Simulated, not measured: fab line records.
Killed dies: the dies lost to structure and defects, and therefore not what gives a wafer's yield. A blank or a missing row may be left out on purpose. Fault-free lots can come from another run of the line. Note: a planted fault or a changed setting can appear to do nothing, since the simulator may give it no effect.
Which tool did it? :: flow n5Finfet :: 45 wafers from 15 lots sampled at 5 of the route's 1938 steps

WHAT THE GAUGES SHOWED, per wafer
N5_BEOL_M9_OVL_MEAS_12. Usual: for M9_OVL the level is -0.1 nm and the standard deviation is 0.79.
lot: L811
measured: day 10 09:25
on: overlay-01
M9_OVL (nm): 0.7 -1.2 -0.8
flag: 

lot: L813
measured: day 10 22:41
on: overlay-01
M9_OVL (nm): -0.4 -0.1 -1.0
flag: 

lot: L812
measured: day 10 22:30
on: overlay-02
M9_OVL (nm): -1.3 -1.3 -0.7
flag: 

lot: L814
measured: day 11 10:46
on: overlay-02
M9_OVL (nm): -0.5 -1.1 0.2
flag: 

lot: L817
measured: day 12 08:53
on: overlay-02
M9_OVL (nm): 0.8 0.2 0.2
flag: 

lot: L818
measured: day 12 09:02
on: overlay-02
M9_OVL (nm): 0.6 0.2 0.1
flag: 

lot: L820
measured: day 12 15:08
on: overlay-02
M9_OVL (nm): 0.2 -1.3 0.5
flag: 

lot: L819
measured: day 12 15:41
on: overlay-02
M9_OVL (nm): -1.3 -1.0 0.1
flag: 

lot: L822
measured: day 13 14:13
on: overlay-02
M9_OVL (nm): -0.4 -0.4 0.9
flag: 

lot: L825
measured: day 13 18:52
on: overlay-02
M9_OVL (nm): -1.1 -0.3 -0.2
flag: 

lot: L826
measured: day 14 09:33
on: overlay-01
M9_OVL (nm): 0.5 0.0 -0.7
flag: 

lot: L828
measured: day 14 19:35
on: overlay-01
M9_OVL (nm): 0.1 -0.5 0.1
flag: 

lot: L829
measured: day 14 19:55
on: overlay-02
M9_OVL (nm): 0.2 0.7 0.1
flag: 

lot: L833
measured: day 16 08:37
on: overlay-01
M9_OVL (nm): -0.8 -1.1 -0.4
flag: 

lot: L832
measured: day 16 12:22
on: overlay-01
M9_OVL (nm): -2.1 -0.6 -1.6
flag: 

N5_BEOL_M9_INSPECT_13: inspects for defects (brightfield). Usual: 432 for rawDefectCount, sd 96.
lot: L811
measured: day 10 09:26
on: defectInspect-02
rawDefectCount: 632 537 597
flag: 

lot: L813
measured: day 10 22:42
on: defectInspect-02
rawDefectCount: 423 446 446
flag: 

lot: L812
measured: day 10 22:31
on: defectInspect-02
rawDefectCount: 539 605 385
flag: 

lot: L814
measured: day 11 10:47
on: defectInspect-02
rawDefectCount: 473 492 383
flag: 

lot: L817
measured: day 12 08:54
on: defectInspect-02
rawDefectCount: 353 300 311
flag: 

lot: L818
measured: day 12 09:04
on: defectInspect-01
rawDefectCount: 416 352 364
flag: 

lot: L820
measured: day 12 15:09
on: defectInspect-02
rawDefectCount: 432 352 424
flag: 

lot: L819
measured: day 12 15:43
on: defectInspect-02
rawDefectCount: 584 539 393
flag: 

lot: L822
measured: day 13 14:15
on: defectInspect-02
rawDefectCount: 446 433 663
flag: 

lot: L825
measured: day 13 18:53
on: defectInspect-01
rawDefectCount: 543 436 553
flag: 

lot: L826
measured: day 14 09:34
on: defectInspect-02
rawDefectCount: 419 358 416
flag: 

lot: L828
measured: day 14 19:37
on: defectInspect-02
rawDefectCount: 521 452 459
flag: 

lot: L829
measured: day 14 19:56
on: defectInspect-02
rawDefectCount: 463 348 396
flag: 

lot: L833
measured: day 16 08:38
on: defectInspect-01
rawDefectCount: 386 440 512
flag: 

lot: L832
measured: day 16 12:23
on: defectInspect-01
rawDefectCount: 445 590 414
flag: 

N5_BEOL_M9_CD_MEAS_18: pitch 140 nm, target cd 70 nm. Usual: 70.4 nm for cdNm, sd 0.78.
lot: L811
measured: day 10 10:28
on: cdSem-02
cdNm (nm): 68.3 69.7 68.8
flag: 

lot: L813
measured: day 10 23:16
on: cdSem-03
cdNm (nm): 70.8 69.3 69.4
flag: 

lot: L812
measured: day 10 23:11
on: cdSem-01
cdNm (nm): 71.3 70.9 71.3
flag: 

lot: L814
measured: day 11 11:23
on: cdSem-03
cdNm (nm): 68.7 69.5 69.5
flag: 

lot: L817
measured: day 12 09:23
on: cdSem-02
cdNm (nm): 70.7 70.2 71.1
flag: 

lot: L818
measured: day 12 09:34
on: cdSem-02
cdNm (nm): 69.8 69.4 68.8
flag: 

lot: L820
measured: day 12 15:40
on: cdSem-03
cdNm (nm): 71.0 71.2 71.1
flag: 

lot: L819
measured: day 12 16:19
on: cdSem-03
cdNm (nm): 70.5 69.9 70.6
flag: 

lot: L822
measured: day 13 15:08
on: cdSem-02
cdNm (nm): 71.0 71.2 71.1
flag: 

lot: L825
measured: day 13 19:29
on: cdSem-02
cdNm (nm): 69.9 71.4 69.6
flag: 

lot: L826
measured: day 14 10:17
on: cdSem-03
cdNm (nm): - - -
flag: OFF

lot: L828
measured: day 14 20:06
on: cdSem-03
cdNm (nm): - - -
flag: OFF

lot: L829
measured: day 14 20:26
on: cdSem-01
cdNm (nm): - - -
flag: OFF

lot: L833
measured: day 16 09:07
on: cdSem-02
cdNm (nm): 71.7 70.7 71.2
flag: 

lot: L832
measured: day 16 12:52
on: cdSem-01
cdNm (nm): 69.4 70.5 71.4
flag: 

EACH LOT AND THE TOOL THAT RAN IT (in order: tool; ch and the chambers of the sampled wafers; start)
lot: L811
N5_BEOL_M8_CURE_75: uvCure-03 ch 0, day 10 05:53
N5_BEOL_M9_HM_OPEN_17: rieMetal-03 ch 0,1, day 10 10:09

lot: L813
N5_BEOL_M8_CURE_75: uvCure-02 ch 2, day 10 14:07
N5_BEOL_M9_HM_OPEN_17: rieMetal-01 ch 0,1, day 10 23:05

lot: L812
N5_BEOL_M8_CURE_75: uvCure-03 ch 2, day 10 14:31
N5_BEOL_M9_HM_OPEN_17: rieMetal-03 ch 1, day 10 23:00

lot: L814
N5_BEOL_M8_CURE_75: uvCure-03 ch 2, day 11 04:27
N5_BEOL_M9_HM_OPEN_17: rieMetal-03 ch 0,1, day 11 11:13

lot: L817
N5_BEOL_M8_CURE_75: uvCure-02 ch 0, day 12 02:01
N5_BEOL_M9_HM_OPEN_17: rieMetal-02 ch 0,1, day 12 09:13

lot: L818
N5_BEOL_M8_CURE_75: uvCure-03 ch 1, day 12 02:07
N5_BEOL_M9_HM_OPEN_17: rieMetal-02 ch 0,1, day 12 09:22

lot: L820
N5_BEOL_M8_CURE_75: uvCure-01 ch 0, day 12 08:39
N5_BEOL_M9_HM_OPEN_17: rieMetal-03 ch 0,1, day 12 15:28

lot: L819
N5_BEOL_M8_CURE_75: uvCure-03 ch 1, day 12 09:07
N5_BEOL_M9_HM_OPEN_17: rieMetal-01 ch 0,1, day 12 16:08

lot: L822
N5_BEOL_M8_CURE_75: uvCure-03 ch 2, day 13 07:55
N5_BEOL_M9_HM_OPEN_17: rieMetal-01 ch 0,1, day 13 14:55

lot: L825
N5_BEOL_M8_CURE_75: uvCure-01 ch 1, day 13 13:37
N5_BEOL_M9_HM_OPEN_17: rieMetal-01 ch 0,1, day 13 19:18

lot: L826
N5_BEOL_M8_CURE_75: uvCure-01 ch 0, day 14 04:21
N5_BEOL_M9_HM_OPEN_17: rieMetal-02 ch 0,1, day 14 10:06

lot: L828
N5_BEOL_M8_CURE_75: uvCure-03 ch 1, day 14 13:49
N5_BEOL_M9_HM_OPEN_17: rieMetal-02 ch 0,1, day 14 19:55

lot: L829
N5_BEOL_M8_CURE_75: uvCure-02 ch 2, day 14 13:55
N5_BEOL_M9_HM_OPEN_17: rieMetal-02 ch 0,1, day 14 20:17

lot: L833
N5_BEOL_M8_CURE_75: uvCure-03 ch 1, day 16 03:08
N5_BEOL_M9_HM_OPEN_17: rieMetal-03 ch 1, day 16 08:56

lot: L832
N5_BEOL_M8_CURE_75: uvCure-02 ch 0, day 16 06:20
N5_BEOL_M9_HM_OPEN_17: rieMetal-02 ch 0,1, day 16 12:41
- N5_BEOL_M8_CURE_75: cures SiCOH lowk, time 120 s.
- N5_BEOL_M9_HM_OPEN_17: chemistry Cl2/BCl3, target TiN, target depth 20 nm, overetch 6 nm.

AS READ BY THE TOOLS THEMSELVES (means over the sampled wafers that have a number; for cases with no such wafer, the mark the record gives instead)
N5_BEOL_M8_CURE_75. Usual: lampPowerPct 52.31 %, standard deviation 0.058; wafer_temp_C_max 371.9, standard deviation 0.74.
lot: L811
tool: uvCure-03
lampPowerPct (%): 52.38
wafer_temp_C_max: 371.9
flag: 

lot: L813
tool: uvCure-02
lampPowerPct (%): 52.27
wafer_temp_C_max: 372.9
flag: 

lot: L812
tool: uvCure-03
lampPowerPct (%): 52.30
wafer_temp_C_max: 371.3
flag: 

lot: L814
tool: uvCure-03
lampPowerPct (%): 52.29
wafer_temp_C_max: 370.9
flag: 

lot: L817
tool: uvCure-02
lampPowerPct (%): 52.37
wafer_temp_C_max: 371.5
flag: 

lot: L818
tool: uvCure-03
lampPowerPct (%): 52.31
wafer_temp_C_max: 371.3
flag: 

lot: L820
tool: uvCure-01
lampPowerPct (%): 52.26
wafer_temp_C_max: 371.8
flag: 

lot: L819
tool: uvCure-03
lampPowerPct (%): 52.22
wafer_temp_C_max: 371.7
flag: 

lot: L822
tool: uvCure-03
lampPowerPct (%): 52.29
wafer_temp_C_max: 371.1
flag: 

lot: L825
tool: uvCure-01
lampPowerPct (%): 52.34
wafer_temp_C_max: 371.6
flag: 

lot: L826
tool: uvCure-01
lampPowerPct (%): 52.32
wafer_temp_C_max: 372.0
flag: 

lot: L828
tool: uvCure-03
lampPowerPct (%): 52.33
wafer_temp_C_max: 371.6
flag: 

lot: L829
tool: uvCure-02
lampPowerPct (%): 52.32
wafer_temp_C_max: 372.8
flag: 

lot: L833
tool: uvCure-03
lampPowerPct (%): 52.32
wafer_temp_C_max: 371.5
flag: 

lot: L832
tool: uvCure-02
lampPowerPct (%): 52.34
wafer_temp_C_max: 371.5
flag: 

N5_BEOL_M9_HM_OPEN_17. Usual: bcl3FlowSccm 21.75 sccm, standard deviation 0.067; biasW 126.1 W, standard deviation 0.37; drypumpMotorCurrentA 5.7 A, standard deviation 0.51; oesProductAu 0.68 a.u., standard deviation 0.089; throttleValvePct 22.01 %, standard deviation 0.23.
lot: L811
tool: rieMetal-03
bcl3FlowSccm (sccm): 21.75
biasW (W): 126.2
drypumpMotorCurrentA (A): 5.1
oesProductAu (a.u.): 0.58
throttleValvePct (%): 21.91
flag: 

lot: L813
tool: rieMetal-01
bcl3FlowSccm (sccm): 21.78
biasW (W): 126.0
drypumpMotorCurrentA (A): 6.2
oesProductAu (a.u.): 0.75
throttleValvePct (%): 22.12
flag: 

lot: L812
tool: rieMetal-03
bcl3FlowSccm (sccm): 21.77
biasW (W): 126.1
drypumpMotorCurrentA (A): 5.8
oesProductAu (a.u.): 0.53
throttleValvePct (%): 21.67
flag: 

lot: L814
tool: rieMetal-03
bcl3FlowSccm (sccm): 21.77
biasW (W): 126.2
drypumpMotorCurrentA (A): 5.1
oesProductAu (a.u.): 0.58
throttleValvePct (%): 21.90
flag: 

lot: L817
tool: rieMetal-02
bcl3FlowSccm (sccm): 21.84
biasW (W): 126.2
drypumpMotorCurrentA (A): 5.6
oesProductAu (a.u.): 0.60
throttleValvePct (%): 22.31
flag: 

lot: L818
tool: rieMetal-02
bcl3FlowSccm (sccm): 21.75
biasW (W): 126.4
drypumpMotorCurrentA (A): 5.6
oesProductAu (a.u.): 0.60
throttleValvePct (%): 22.31
flag: 

lot: L820
tool: rieMetal-03
bcl3FlowSccm (sccm): 21.69
biasW (W): 126.0
drypumpMotorCurrentA (A): 5.1
oesProductAu (a.u.): 0.58
throttleValvePct (%): 21.91
flag: 

lot: L819
tool: rieMetal-01
bcl3FlowSccm (sccm): 21.76
biasW (W): 126.2
drypumpMotorCurrentA (A): 6.1
oesProductAu (a.u.): 0.69
throttleValvePct (%): 22.18
flag: 

lot: L822
tool: rieMetal-01
bcl3FlowSccm (sccm): 21.82
biasW (W): 126.0
drypumpMotorCurrentA (A): 6.2
oesProductAu (a.u.): 0.72
throttleValvePct (%): 22.15
flag: 

lot: L825
tool: rieMetal-01
bcl3FlowSccm (sccm): 21.76
biasW (W): 126.0
drypumpMotorCurrentA (A): 6.1
oesProductAu (a.u.): 0.69
throttleValvePct (%): 22.18
flag: 

lot: L826
tool: rieMetal-02
bcl3FlowSccm (sccm): -
biasW (W): -
drypumpMotorCurrentA (A): -
oesProductAu (a.u.): -
throttleValvePct (%): -
flag: OFF

lot: L828
tool: rieMetal-02
bcl3FlowSccm (sccm): -
biasW (W): -
drypumpMotorCurrentA (A): -
oesProductAu (a.u.): -
throttleValvePct (%): -
flag: OFF

lot: L829
tool: rieMetal-02
bcl3FlowSccm (sccm): -
biasW (W): -
drypumpMotorCurrentA (A): -
oesProductAu (a.u.): -
throttleValvePct (%): -
flag: OFF

lot: L833
tool: rieMetal-03
bcl3FlowSccm (sccm): 21.77
biasW (W): 126.1
drypumpMotorCurrentA (A): 5.8
oesProductAu (a.u.): 0.78
throttleValvePct (%): 21.39
flag: 

lot: L832
tool: rieMetal-02
bcl3FlowSccm (sccm): 21.73
biasW (W): 126.1
drypumpMotorCurrentA (A): 5.6
oesProductAu (a.u.): 0.74
throttleValvePct (%): 22.06
flag: 

THE ANSWER, worked out from the rows above alone
Rule: a lot counts as off when the mean over its wafers that have a number is more than 3 standard deviations away from the usual mean. Also off: a lot with no number at a reading for which 4 or more lots have one. The other lots that the step has rows for count as sound. After the gauges, taken in route order, come the tools' own readings; for these a lot's mean is taken, as printed above. The first step at which some lot is off is used, and at that step the reading that is off furthest; a lot without a number counts as furthest.
Off, at N5_BEOL_M9_CD_MEAS_18 on cdNm: L826, L828, L829. Without a number there: L826, L828, L829.
A tool fits if, at a process step before that reading, it ran every lot that is off, and no sound lot after the first of them. The gauges at N5_BEOL_M9_CD_MEAS_18 aren't tried: what is off there is off at N5_BEOL_M9_HM_OPEN_17 too, on other tools, and a gauge's error can't cause that. Not one of the candidates tried fits.

WHAT WAS PUT IN BY THE SIMULATOR
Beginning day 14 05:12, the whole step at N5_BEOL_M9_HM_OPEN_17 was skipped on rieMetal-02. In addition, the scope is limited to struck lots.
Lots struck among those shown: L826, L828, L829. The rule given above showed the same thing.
